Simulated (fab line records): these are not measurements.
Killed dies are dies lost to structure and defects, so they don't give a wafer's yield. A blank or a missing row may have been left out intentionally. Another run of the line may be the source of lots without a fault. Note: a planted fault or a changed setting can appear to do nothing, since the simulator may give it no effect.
fab line records	flow n5-finfet
record lots=10	wafers=28	last-day=21
route steps=1938 shown MOL_CONTACT_COAG@527 BEOL_M4@1111 PASSIVATION@1936
lots that met no fault: taken from a fault-free run of the same line
start-h: hours from the record's opening day to when the first of the lot's shown wafers began	wait-h: how many hours have passed since the lot's step before this one	" unchanged from the row above	L1.1+2: several wafers, shown together as one row	- no value, or no start was given	* or withheld: withheld	< > ~ a bound
route shown NAME@n: NAME is a module with steps in the file, n the number in the route of the first one	usual: mean/standard deviation of fault-free wafers	same: alike in all rows	chamber/n: place in a boat	sites: readings site by site	_std_site: their standard deviation	_edge_site: inner sites' mean taken away from outer sites' mean	radius-mm: how far each site lies from the wafer's centre	mask NAME#n: copy n	behind: tool/chamber where the wafer was last shaped	hold: the reason the lot was held/the length of the hold in hours/how it ended	device: names the non-switching transistor (n, p or np)	end of line: the same wafers' tests at the end of the route	where a step has no rows: the recipe by itself	killed: not the wafer's yield, but the dies lost to structure and defects at the first sort	map: a wafer's dies, x killed, . not, _ none there
set.NAME: the setting that was run; set.NAME@STEP: the one run at that earlier step	model.NAME: the simulator's own value behind a step, which no gauge read
one table for each step of the route and one row for each wafer, over a sample of lots
services: from which hour (start-h, from the record's first day; less than 0 if before it) a tool's chamber was out of use, for how many hours, and why
## steps
# step N5_MOL_CONTACT_COAG_OVL_MEAS_09
# recipe points-per-wafer=522
# usual CA_OVL=0.0/0.74
lot.wafer	tool	chamber	start-h	wait-h	CA_OVL[nm]
L243.1	overlay-01	0	85.45	0.0	0.6
L243.4	"	0	"	"	1.1
L243.6	"	0	"	"	0.8
L245.2	overlay-02	0	98.31	0.0	-1.3
L245.4	"	0	"	"	-0.6
L245.6	"	0	"	"	-0.4
L246.2	overlay-02	0	103.74	0.0	-0.7
L246.3	"	0	"	"	-0.3
L246.5	"	0	"	"	-1.1
L255.2	overlay-01	0	160.80	0.0	0.1
L255.3	"	0	"	"	0.1
L256.2	overlay-02	0	163.11	0.0	-0.3
L256.5	"	0	"	"	0.1
L257.2	overlay-02	0	169.57	0.0	0.1
L257.5	"	0	"	"	-0.4
L257.6	"	0	"	"	0.1
L259.3	overlay-01	0	186.02	0.0	-0.7
L259.4	"	0	"	"	0.4
L259.6	"	0	"	"	-0.3
L260.3	overlay-01	0	190.03	0.0	1.0
L260.4	"	0	"	"	0.0
L260.5	"	0	"	"	0.7
L263.2	overlay-02	0	212.55	0.0	1.5
L263.3	"	0	"	"	-0.4
L263.4	"	0	"	"	1.8
L265.1	overlay-01	0	218.71	0.0	-0.3
L265.2	"	0	"	"	-0.1
L265.5	"	0	"	"	-1.1
# step N5_MOL_CONTACT_COAG_ETCH_59
# recipe chemistry=N2/H2	target=underlayer	target-depth-a=130	mask-material=CAR-EUV	time-s=10.4	ion-energy-ev=200	pressure-mtorr=30	source-w=840	bias-w=150	n2-flow-sccm=200	h2-flow-sccm=200	ends=cleared
# usual bias-w=150.0/0.49	drypump-motor-current-A=5.70/0.2	etch-rf-on-time-s=10.5/0.36	oes-product-au=0.66/0.062	rf-vpp-V=523.9/2.4	showerhead-plenum-p-Torr=2.54/0.085	throttle-valve-pct=17.92/0.22
lot.wafer	tool	chamber	start-h	wait-h	bias-w	drypump-motor-current-A	etch-rf-on-time-s	oes-product-au	rf-hours-counter-h	rf-vpp-V	showerhead-plenum-p-Torr	throttle-valve-pct
L243.1	rie-diel-03	2	85.58	0.0	150.3	5.97	10.8	0.65	140	526.5	2.65	17.82
L243.4	"	1	"	"	149.8	5.79	10.4	0.71	-	521.3	2.46	17.90
L243.6	"	0	"	"	150.6	5.54	10.0	0.63	-	522.9	2.51	17.72
L245.2	rie-diel-03	0	98.43	0.0	149.7	5.52	10.0	0.63	175	522.7	2.51	17.74
L245.4	"	1	"	"	150.3	5.77	10.3	0.70	-	521.0	2.45	17.91
L245.6	"	2	"	"	149.6	5.97	10.8	0.63	-	526.9	2.65	17.81
L246.2	rie-diel-01	2	103.86	0.0	150.0	5.66	11.0	0.64	135	524.1	2.56	18.31
L246.3	"	3	"	"	149.8	5.86	10.7	0.59	222	523.1	2.52	17.88
L246.5	"	0	"	"	150.1	5.75	10.3	0.74	-	523.6	2.48	17.74
L255.2	rie-diel-01	2	161.10	0.0	149.8	5.66	11.0	0.63	153	524.2	2.55	18.35
L255.3	"	1	"	"	149.7	5.53	10.3	0.73	58	528.0	2.68	17.89
L256.2	rie-diel-04	0	163.44	0.0	150.2	5.87	10.0	0.83	7	522.5	2.48	17.73
L256.5	"	0	"	"	149.5	5.87	10.0	0.83	-	521.0	2.48	17.72
L257.2	rie-diel-03	2	169.70	0.0	149.9	5.96	10.7	0.63	164	528.2	2.64	17.85
L257.5	"	1	"	"	150.3	5.78	10.4	0.69	-	520.9	2.45	17.94
L257.6	"	0	"	"	148.8	5.51	10.3	0.61	-	524.0	2.50	17.77
L259.3	rie-diel-03	0	186.18	0.0	149.7	5.53	10.3	0.60	203	522.6	2.49	17.78
L259.4	"	3	"	"	150.6	5.66	10.9	0.66	129	521.2	2.42	17.60
L259.6	"	2	"	"	149.4	5.96	10.7	0.62	-	528.1	2.64	17.86
L260.3	rie-diel-03	2	190.14	0.0	150.5	5.96	10.8	0.61	173	526.6	2.64	17.87
L260.4	"	3	"	"	150.6	5.67	10.9	0.66	131	521.7	2.42	17.60
L260.5	"	2	"	"	150.4	5.96	10.8	0.62	-	526.9	2.63	17.86
L263.2	rie-diel-04	1	212.67	0.0	149.5	5.91	9.9	0.81	15	522.6	2.50	17.70
L263.3	"	0	"	"	150.5	5.86	10.0	0.78	27	523.6	2.48	17.75
L263.4	"	0	"	"	150.4	5.86	9.9	0.79	-	523.1	2.48	17.75
L265.1	rie-diel-03	1	218.88	0.0	150.4	5.79	10.3	0.67	125	522.4	2.44	17.98
L265.2	"	3	"	"	149.9	5.65	10.9	0.65	142	521.9	2.42	17.62
L265.5	"	1	"	"	150.3	5.79	10.3	0.67	-	519.9	2.44	17.99
# step N5_MOL_CONTACT_COAG_PRECLEAN_111
# recipe chemistry=NF3:NH3	afs-cycles=1	temp-c=30	time-s=20	sublimation-temp-c=180	sublimation-time-s=60	pressure-torr=3	rf-power-w=30
# usual temp-c=29.99/0.096	time-s=20/0
lot.wafer	tool	chamber	start-h	wait-h	temp-c	time-s
L243.1	remote-plasma-02	1	86.20	0.2	30.06	20
L243.4	"	1	"	"	30.05	20
L243.6	"	1	"	"	30.05	20
L245.2	remote-plasma-01	0	99.12	0.2	30.14	20
L245.4	"	0	"	"	29.98	20
L245.6	"	0	"	"	30.08	20
L246.2	remote-plasma-01	0	104.52	0.2	29.92	20
L246.3	"	0	"	"	29.89	20
L246.5	"	0	"	"	29.95	20
L255.2	remote-plasma-01	0	162.51	0.9	30.00	18.901
L255.3	"	0	"	"	30.13	18.901
L256.2	remote-plasma-01	0	164.08	0.2	29.88	18.901
L256.5	"	0	"	"	29.93	20
L257.2	remote-plasma-01	1	171.78	1.6	29.93	18.901
L257.5	"	1	"	"	29.89	20
L257.6	"	1	"	"	29.87	20
L259.3	remote-plasma-02	0	186.88	0.2	30.02	20
L259.4	"	0	"	"	30.03	20
L259.6	"	0	"	"	29.95	20
L260.3	remote-plasma-02	0	190.93	0.3	30.06	20
L260.4	"	0	"	"	30.04	20
L260.5	"	0	"	"	30.12	20
L263.2	remote-plasma-02	0	213.33	0.2	30.01	20
L263.3	"	0	"	"	30.01	20
L263.4	"	0	"	"	30.20	20
L265.1	remote-plasma-02	0	219.49	0.2	29.97	20
L265.2	"	0	"	"	30.09	20
L265.5	"	0	"	"	29.98	20
# step N5_MOL_CONTACT_COAG_CO_FILL_22
# recipe material=Co	target-thk-a=200	temp-c=200	precursor=CCTBA/H2	pressure-torr=30
# usual heater-power-w=232/14
lot.wafer	tool	chamber	start-h	wait-h	heater-power-w
L243.1	cvd-co-02	0	87.77	0.1	203
L243.4	"	2	"	"	220
L243.6	"	1	"	"	246
L245.2	cvd-co-02	1	104.01	0.1	245
L245.4	"	0	"	"	205
L245.6	"	1	"	"	247
L246.2	cvd-co-01	2	109.10	0.1	228
L246.3	"	0	"	"	242
L246.5	"	0	"	"	236
L255.2	cvd-co-02	2	164.61	0.1	226
L255.3	"	1	"	"	224
L256.2	cvd-co-02	1	167.01	0.1	226
L256.5	"	1	"	"	227
L257.2	cvd-co-02	0	173.24	0.1	204
L257.5	"	1	"	"	231
L257.6	"	2	"	"	226
L259.3	cvd-co-01	0	190.72	0.1	245
L259.4	"	1	"	"	242
L259.6	"	2	"	"	233
L260.3	cvd-co-01	0	193.19	0.1	249
L260.4	"	1	"	"	246
L260.5	"	0	"	"	244
L263.2	cvd-co-01	2	214.73	0.1	239
L263.3	"	2	"	"	234
L263.4	"	0	"	"	240
L265.1	cvd-co-01	0	221.22	0.1	231
L265.2	"	1	"	"	249
L265.5	"	2	"	"	231
# step N5_BEOL_M4_RC_MEAS_101
# usual DIBL_N=36.1/2.3	DIBL_P=36/3.2	IOFF_N=0.16/0.045	IOFF_P=0.21/0.049	ION_N=674/14	ION_P=462/8.4	SS_N=71.6/0.83	SS_P=73.2/0.87	VT_N=249/3.8	VT_P=-250/3.4
lot.wafer	tool	chamber	start-h	wait-h	DIBL_N[mV/V]	DIBL_P[mV/V]	IOFF_N[nA/um]	IOFF_P[nA/um]	ION_N[uA/um]	ION_P[uA/um]	SS_N[mV/dec]	SS_P[mV/dec]	VT_N[mV]	VT_P[mV]
L243.1	prober-02	0	236.98	0.3	35.1	34	0.13	0.21	659	461	70.7	72.9	250	-249
L243.4	"	0	"	"	39.1	39	0.20	0.28	675	466	72.3	73.6	248	-246
L243.6	"	0	"	"	37.9	37	0.18	0.25	673	465	71.7	73.7	248	-245
L246.2	prober-01	0	260.07	0.2	39.1	42	0.22	0.29	686	468	72.3	74.4	246	-246
L246.3	"	0	"	"	38.2	40	0.20	0.26	679	465	72.0	73.7	248	-246
L246.5	"	0	"	"	36.7	39	0.19	0.26	695	481	71.3	73.7	244	-246
L245.2	prober-01	0	266.49	0.2	36.3	33	0.14	0.18	650	449	71.9	72.9	254	-250
L245.4	"	0	"	"	33.2	30	0.10	0.15	672	459	71.6	72.3	255	-253
L245.6	"	0	"	"	36.7	35	0.14	0.21	682	470	72.0	73.0	253	-250
L255.2	prober-02	0	297.29	0.2	34.9	35	0.13	0.20	682	472	71.0	73.2	253	-250
L255.3	"	0	"	"	35.4	33	0.13	0.17	662	458	71.3	72.0	251	-255
L259.3	prober-01	0	329.74	0.3	31.4	30	0.09	0.13	645	446	69.8	72.4	255	-258
L259.4	"	0	"	"	37.2	36	0.19	0.20	672	462	71.5	73.5	247	-249
L259.6	"	0	"	"	36.4	35	0.16	0.19	668	458	71.4	73.7	250	-254
L256.2	prober-02	0	344.96	0.2	32.3	30	0.11	0.14	656	448	70.9	71.3	255	-256
L256.5	"	0	"	"	35.6	35	0.14	0.22	662	462	72.0	74.3	248	-250
L257.2	prober-02	0	347.82	0.2	36.9	34	0.16	0.20	689	470	70.9	72.9	249	-247
L257.5	"	0	"	"	38.7	37	0.19	0.24	693	472	71.8	74.2	243	-245
L257.6	"	0	"	"	39.8	37	0.22	0.24	688	465	71.8	73.6	243	-247
L260.3	prober-01	0	355.20	0.3	34.4	36	0.14	0.16	672	458	71.9	72.9	251	-255
L260.4	"	0	"	"	35.0	37	0.14	0.19	678	466	72.0	73.1	254	-256
L260.5	"	0	"	"	35.4	37	0.15	0.19	676	465	72.3	73.5	251	-253
L263.2	prober-02	0	358.83	0.2	37.6	38	0.17	0.20	673	458	71.3	73.8	248	-252
L263.3	"	0	"	"	39.2	41	0.21	0.28	674	466	72.2	75.1	249	-249
L263.4	"	0	"	"	36.5	37	0.15	0.20	675	462	71.2	73.9	248	-254
L265.1	prober-02	0	364.44	0.0	39.9	39	0.22	0.24	707	474	72.3	74.2	244	-250
L265.2	"	0	"	"	36.0	34	0.14	0.17	661	450	70.8	73.0	250	-252
L265.5	"	0	"	"	35.4	33	0.13	0.17	670	460	70.4	72.0	251	-248
# step N5_PASSIVATION_PROBE_49
# usual defect-limited-yield=90.9/1.6	killed_at_M0_to_M3=37/11	killed_at_M4_up=15/5.6	killed-at-contacts=13/6.4	killed-at-front-end=39/11	killed-at-other=4/3.1	killed-dies=107/19	killed-open=71/14	killed-short=34/7.8	sort_bin_5_function=5.3/1	sort_bin_6_memory=3.4/0.72	sort_bin_8_speed=0.0/0.42	sort-n-pass=1072/20	sort-yield-pct=90.9/1.7
# same gross-dies=1180	killed-at-back-side=0	sort_bin_4_leakage[%]=0
lot.wafer	tool	chamber	start-h	wait-h	defect-limited-yield[%]	killed_at_M0_to_M3	killed_at_M4_up	killed-at-contacts	killed-at-front-end	killed-at-other	killed-dies	killed-open	killed-short	sort_bin_5_function[%]	sort_bin_6_memory[%]	sort_bin_8_speed[%]	sort-n-pass	sort-yield-pct[%]
L246.2	prober-02	-	368.48	0.1	89.5	41	23	26	30	4	124	82	34	5.2	4.4	0	1056	89.5
L246.3	prober-02	-	368.53	0.1	90.3	36	10	15	52	2	115	68	37	5.3	3.4	0	1065	90.3
L246.5	prober-02	-	368.63	0.2	88.6	33	22	16	50	14	135	78	48	5.8	4.6	0	1045	88.6
L256.5	prober-01	-	468.13	0.2	89.5	58	7	27	24	8	124	84	38	6.4	4.0	0	1056	89.5
# killed by level:class
L246.2 MOL_CONTACT_COAG:geometric-particle:open=22 BEOL_M4:geometric-particle:open=12 DUMMY_GATE:geometric-particle:open=9 BEOL_M0_SAQP:geometric-particle:short=9 BEOL_M3:geometric-particle:open=8 BEOL_M2:geometric-particle:open=7 BEOL_M0_SAQP:geometric-particle:open=6 BEOL_M5:geometric-particle:open=5
L246.3 MOL_CONTACT_COAG:geometric-particle:open=12 FIN_SAQP:geometric-particle:open=10 FIN_SAQP:geometric-particle:short=9 HKMG_FIN:area-etch=8 BEOL_M2:geometric-particle:open=7 STI_FIN_REVEAL:geometric-particle:open=6 BEOL_M0_SAQP:geometric-particle:short=6 BEOL_M0_SAQP:geometric-particle:open=6
L246.5 FIN_SAQP:geometric-particle:short=11 BEOL_M4:geometric-particle:open=10 FIN_SAQP:geometric-particle:open=9 MOL_CONTACT_COAG:geometric-particle:open=9 BEOL_M3:geometric-particle:open=8 BEOL_M5:geometric-particle:open=7 MOL_CONTACT_COAG:geometric-particle:short=7 BEOL_M0_SAQP:geometric-particle:open=7
L256.5 BEOL_M0_SAQP:geometric-particle:open=23 MOL_CONTACT_COAG:geometric-particle:open=21 BEOL_M1:geometric-particle:open=11 BEOL_M3:geometric-particle:open=10 BEOL_M0_SAQP:geometric-particle:short=8 MIM_TOP:geometric-particle:short=7 STI_FIN_REVEAL:geometric-particle:open=6 GATE_CUT:geometric-particle:short=5
## services
tool	chamber	start-h	hours	kind
rie-diel-03	3	73.73	36.7	repair
cvd-co-01	-	76.28	0.3	repair
rie-diel-04	3	94.76	1.6	repair
rie-diel-01	-	114.20	2.8	pm
cvd-co-02	1	114.67	-	clean
cvd-co-02	1	114.67	22.0	scheduled-down
cvd-co-02	1	114.67	22.0	vent-cycle
rie-diel-03	2	115.16	18.1	repair
rie-diel-04	0	128.41	-	clean
rie-diel-04	0	128.41	-	consumable-replace:focus-ring
rie-diel-04	0	128.41	18.3	scheduled-down
rie-diel-04	0	128.41	18.3	vent-cycle
remote-plasma-01	-	139.14	0.1	repair
rie-diel-04	1	146.94	-	clean
rie-diel-04	1	146.94	-	consumable-replace:focus-ring
rie-diel-04	1	146.94	28.4	scheduled-down
rie-diel-04	1	146.94	28.4	vent-cycle
cvd-co-01	-	157.58	0.9	repair
cvd-co-02	-	188.89	6.0	pm
rie-diel-01	3	191.56	-	clean
rie-diel-01	3	191.56	-	consumable-replace:focus-ring
remote-plasma-02	-	199.43	0.8	repair
rie-diel-03	0	206.78	4.0	repair
cvd-co-01	1	211.05	4.3	repair
## key
first-sign step=N5_MOL_CONTACT_COAG_PRECLEAN_111	reading=time-s	direction=down	sigmas=99+	usual=*	struck=*
effect none on later readings
met-at N5_MOL_CONTACT_COAG_PRECLEAN_111
struck-lots L255,L256,L257
struck-wafers L255.2,L255.3,L256.2,L257.2
not-acting-at N5_MOL_CONTACT_COAG_OVL_MEAS_09,N5_MOL_CONTACT_COAG_ETCH_59,N5_MOL_CONTACT_COAG_CO_FILL_22
onset-between 104.52 162.51
fault kind=process-parameter-drift	tool=remote-plasma-01	chamber=-	onset-h=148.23	steps=N5_MOL_CONTACT_COAG_PRECLEAN_111	channel=time-s	offset=*	shape=step	end-h=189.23	scope=struck-wafers-only	acts-in=*	stated=*
